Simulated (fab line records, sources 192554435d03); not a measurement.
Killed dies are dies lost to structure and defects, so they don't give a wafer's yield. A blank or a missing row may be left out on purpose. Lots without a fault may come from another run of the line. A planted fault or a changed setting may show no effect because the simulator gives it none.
One fault seen from 3 desks | flow n5_finfet | each desk has only its own numbers; what lay behind them comes last

THE TOOL OWNER'S DESK: ald_sin-03
The tool's own readings at N5_SPACER0_ALD_08 (deposits SiNx, target thk 2 nm): means of the sampled wafers that have a number, for each lot that ran on this tool. A lot is out of limits, marked OUT, if its mean lies more than 4 standard deviations from the usual mean; the brackets give that distance.
Columns: A = heater_power_w at N5_SPACER0_ALD_08, usual 852 W
lot  | first seen here | A
L588 | day 5 02:03     | 852
L595 | day 6 16:20     | 919
This desk's finding: nothing out of limits on any of the 2 lots.

THE METROLOGY DESK
What the gauges read, lot by lot, whatever tool the lot ran on: means of the sampled wafers that have a number. A lot is out of limits, marked OUT, if its mean lies more than 4 standard deviations from the usual mean; the brackets give that distance.
Columns: A = cd_nm at N5_DUMMY_GATE_CD_MEAS_24, usual 15.2 nm; B = cd_nm at N5_SD_EPI_N_CD_MEAS_09, usual 119.8 nm; C = SD_N_BLK_OVL at N5_SD_EPI_N_OVL_MEAS_10, usual -0.1 nm
lot  | first seen here | A    | B     | C
L586 | day 4 12:43     | 15.4 | 119.3 | 0.6
L588 | day 5 01:01     | 15.7 | 120.4 | -0.3
L589 | day 5 07:42     | 14.7 | 119.3 | -0.7
L595 | day 6 15:37     | 15.3 | 119.0 | -0.3
L603 | day 8 17:56     | 14.8 | 119.4 | -0.3
This desk's finding: nothing out of limits on any of the 5 lots.

THE DEFECT DESK
What the inspections along the route counted, lot by lot: means of the sampled wafers that have a number. A lot is out of limits, marked OUT, if its mean lies more than 4 standard deviations from the usual mean; the brackets give that distance.
Columns: A = raw_defect_count at N5_DUMMY_GATE_INSPECT_27, usual 292; B = raw_defect_count at N5_SPACER0_INSPECT_04, usual 129; C = raw_defect_count at N5_SD_EPI_N_INSPECT_11, usual 2.0
lot  | first seen here | A   | B   | C
L586 | day 4 12:59     | 260 | 115 | 4.7
L588 | day 5 01:19     | 253 | 116 | 2.0
L589 | day 5 08:04     | 239 | 110 | 1.0
L595 | day 6 15:53     | 362 | 154 | 2.3
L603 | day 8 18:13     | 298 | 143 | 1.7
This desk's finding: nothing out of limits on any of the 5 lots.

PUT TOGETHER
The tool owner's desk saw nothing out of limits.
The metrology desk saw nothing out of limits.
The defect desk saw nothing out of limits.

WHAT THE SIMULATOR HAD PUT IN
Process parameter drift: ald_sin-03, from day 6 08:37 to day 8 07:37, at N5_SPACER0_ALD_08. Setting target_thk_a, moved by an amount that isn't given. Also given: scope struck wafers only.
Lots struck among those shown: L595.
